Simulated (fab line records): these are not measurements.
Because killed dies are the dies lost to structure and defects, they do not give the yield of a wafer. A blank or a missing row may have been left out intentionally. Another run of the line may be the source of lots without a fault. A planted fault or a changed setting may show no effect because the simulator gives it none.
One fault seen from 3 desks + flow n5-finfet + numbers are kept per desk, each desk with only its own; the story behind them comes last

== THE METROLOGY DESK ==
What the gauges read, lot by lot, whatever tool the lot ran on: means of the sampled wafers that have a number. If a lot's mean is further than 4 standard deviations from the usual mean, the lot is out of limits and carries the mark OUT (the distance appears in the brackets).
Columns: A = M8_OVL at N5_BEOL_M8_OVL_MEAS_12, usual 0.1 nm
| lot  | first seen here | A    |
|------|-----------------|------|
| L335 | day 9 22:11     | 0.1  |
| L336 | day 10 04:25    | 0.5  |
| L338 | day 10 04:56    | -0.3 |
| L341 | day 10 13:26    | -0.3 |
| L340 | day 11 01:47    | -0.9 |
| L349 | day 13 10:02    | 0.6  |
| L351 | day 13 17:08    | 0.5  |
| L353 | day 13 19:56    | 1.1  |
| L354 | day 14 17:10    | 0.5  |
| L357 | day 14 21:22    | 0.0  |
This desk's verdict: no lot among the 10 shows anything out of limits.

== FOR THE TOOL OWNER'S DESK: rie-diel-06 ==
The tool's own readings at N5_BEOL_M8_ETCH_61 (etches SiARC in CF4, target depth 45.5 nm, time 75.8 s): means of the sampled wafers that have a number, for each lot that ran on this tool. If a lot's mean is further than 4 standard deviations from the usual mean, the lot is out of limits and carries the mark OUT (the distance appears in the brackets).
Columns: A = bias-w at N5_BEOL_M8_ETCH_61, usual 35.99 W; B = drypump-motor-current-A at N5_BEOL_M8_ETCH_61, usual 5.6 A; C = etch-rf-on-time-s at N5_BEOL_M8_ETCH_61, usual 76.0 s; D = oes-product-au at N5_BEOL_M8_ETCH_61, usual 0.67 a.u.; E = rf-vpp-V at N5_BEOL_M8_ETCH_61, usual 183.6 V; F = showerhead-plenum-p-Torr at N5_BEOL_M8_ETCH_61, usual 2.10 Torr; G = throttle-valve-pct at N5_BEOL_M8_ETCH_61, usual 15.66 %
| lot  | first seen here | A               | B   | C    | D    | E                | F    | G     |
|------|-----------------|-----------------|-----|------|------|------------------|------|-------|
| L335 | day 9 22:18     | 35.96           | 5.6 | 75.3 | 0.75 | 183.8            | 2.10 | 15.45 |
| L338 | day 10 05:01    | 35.99           | 5.5 | 77.2 | 0.68 | 184.0            | 2.11 | 15.67 |
| L341 | day 10 13:39    | 36.16           | 5.7 | 78.5 | 0.68 | 183.9            | 2.10 | 15.73 |
| L340 | day 11 02:17    | 36.01           | 5.6 | 74.5 | 0.76 | 182.8            | 2.09 | 15.37 |
| L349 | day 13 10:08    | 38.28 (+21) OUT | 5.7 | 76.0 | 0.67 | 190.9 (+7.3) OUT | 2.09 | 15.79 |
| L351 | day 13 17:13    | 38.15 (+20) OUT | 6.0 | 73.5 | 0.73 | 190.2 (+6.6) OUT | 2.08 | 15.64 |
This desk's verdict: out of limits on L349, L351, starting with L349 at day 13 10:08 (bias-w at N5_BEOL_M8_ETCH_61). In limits: L335, L338, L341, L340.

== THE DEFECT DESK ==
Counts from the inspections along the route, per lot, as means over the sampled wafers that have a number. If a lot's mean is further than 4 standard deviations from the usual mean, the lot is out of limits and carries the mark OUT (the distance appears in the brackets).
Columns: A = raw-defect-count at N5_BEOL_M8_INSPECT_13, usual 424
| lot  | first seen here | A   |
|------|-----------------|-----|
| L335 | day 9 22:12     | 382 |
| L336 | day 10 04:26    | 366 |
| L338 | day 10 04:57    | 568 |
| L341 | day 10 13:27    | 357 |
| L340 | day 11 01:49    | 383 |
| L349 | day 13 10:04    | 386 |
| L351 | day 13 17:09    | 431 |
| L353 | day 13 19:58    | 369 |
| L354 | day 14 17:11    | 581 |
| L357 | day 14 21:24    | 373 |
This desk's verdict: no lot among the 10 shows anything out of limits.

== PUT TOGETHER ==
The tool owner's desk had the chance to raise an alarm at day 13 10:08 on L349, L351.
From the metrology desk's view, nothing was out of limits.
No out-of-limits result turned up at the defect desk.
The metrology desk has L349, L351 on record, within its limits.
The defect desk has L349, L351 on record, within its limits.
The lots listed all ran N5_BEOL_M8_ETCH_61 on rie-diel-06.

== WHAT HAD BEEN PUT IN BY THE SIMULATOR ==
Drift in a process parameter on rie-diel-06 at N5_BEOL_M8_ETCH_61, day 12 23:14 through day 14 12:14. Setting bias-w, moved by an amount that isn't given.
Lots struck among those shown: L349, L351.
Hours from the fault's start to each desk's first reading out of limits: the tool owner's desk, 11.
